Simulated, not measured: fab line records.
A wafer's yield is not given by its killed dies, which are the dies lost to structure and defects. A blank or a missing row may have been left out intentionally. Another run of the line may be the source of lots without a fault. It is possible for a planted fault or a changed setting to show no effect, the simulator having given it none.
Matching of chambers || flow nandHarc || NHARC_A_M0_DESCUM_14 on rieDiel-13 has 4 sister chambers
The step chemistry O2, time 3 s. 4 wafers are shown with their chamber, then 7 later ones without.

== WAFERS WITH THEIR CHAMBER ==
{"wafer": "L344.1", "chamber": 1, "drypumpMotorCurrentA (A)": 4.9}
{"wafer": "L349.5", "chamber": 2, "drypumpMotorCurrentA (A)": 6.5}
{"wafer": "L351.1", "chamber": 3, "drypumpMotorCurrentA (A)": 6.1}
{"wafer": "L351.3", "chamber": 0, "drypumpMotorCurrentA (A)": 6.3}

== WAFERS WHOSE CHAMBER IS MISSING ==
{"wafer": "L351.4", "drypumpMotorCurrentA (A)": 4.8}
{"wafer": "L353.1", "drypumpMotorCurrentA (A)": 4.8}
{"wafer": "L353.4", "drypumpMotorCurrentA (A)": 6.3}
{"wafer": "L353.5", "drypumpMotorCurrentA (A)": 6.3}
{"wafer": "L355.3", "drypumpMotorCurrentA (A)": 6.5}
{"wafer": "L355.5", "drypumpMotorCurrentA (A)": 6.1}
{"wafer": "L355.6", "drypumpMotorCurrentA (A)": 6.5}

== WHICH CHAMBER EACH ONE RAN IN ==
{"wafer": "L351.4", "from the rows above": 1, "in truth": 1}
{"wafer": "L353.1", "from the rows above": 1, "in truth": 1}
{"wafer": "L353.4", "from the rows above": 0, "in truth": 0}
{"wafer": "L353.5", "from the rows above": 0, "in truth": 0}
{"wafer": "L355.3", "from the rows above": 2, "in truth": 2}
{"wafer": "L355.5", "from the rows above": 3, "in truth": 3}
{"wafer": "L355.6", "from the rows above": 2, "in truth": 2}
Correctly placed: 7 of 7. Can't be placed from these rows: 0. Number placed wrongly: 0.
How it was worked out, from the rows above alone: a wafer's distance from a chamber is the root of the sum, over the readings, of the square of ((its reading less the chamber's mean) divided by the reading's scatter). If the next closest chamber is less than 2 further off than the closest, the wafer can't be placed; otherwise it belongs to the closest. The mean given for a chamber averages the wafers shown for that chamber. The scatter: root of mean squared gap, hidden wafer to nearest shown wafer, with one shown wafer a chamber.
